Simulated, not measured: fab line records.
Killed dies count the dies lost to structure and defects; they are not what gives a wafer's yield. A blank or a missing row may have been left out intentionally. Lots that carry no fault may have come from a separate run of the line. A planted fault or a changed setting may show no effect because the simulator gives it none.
Matching of chambers	flow n5-finfet	4 sister chambers for N5_BEOL_M4_STRIP_66 on rie-diel-05
The step strips in CF4. 4 wafers are shown with their chamber, then 10 later ones without.

WAFERS, EACH WITH ITS CHAMBER
wafer	chamber	showerhead-plenum-p-Torr (Torr)
L080.4	3	1.78
L083.4	0	1.65
L082.2	1	1.91
L082.3	2	1.69

WAFERS MISSING THEIR CHAMBER
wafer	showerhead-plenum-p-Torr (Torr)
L082.6	1.65
L084.1	1.91
L084.2	1.78
L084.5	1.65
L086.1	1.77
L086.2	1.91
L086.5	1.65
L088.1	1.90
L088.5	1.65
L088.6	1.91

WHICH CHAMBER EACH WENT THROUGH
wafer	from the rows above	in truth
L082.6	0	0
L084.1	1	1
L084.2	3	3
L084.5	0	0
L086.1	3	3
L086.2	1	1
L086.5	0	0
L088.1	1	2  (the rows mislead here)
L088.5	0	0
L088.6	1	1
Placed correctly: 9 of 10. Number that these rows cannot place: 0. Number placed wrongly: 1.
How it was worked out, from the rows above alone: a wafer's distance from a chamber is the root of the sum, over the readings, of the square of ((its reading less the chamber's mean) divided by the reading's scatter). If the next closest chamber is less than 2 further off than the closest, the wafer can't be placed; otherwise it belongs to the closest. Each chamber's mean is taken over the wafers shown for it. The scatter: root of mean squared gap, hidden wafer to nearest shown wafer, with one shown wafer a chamber.
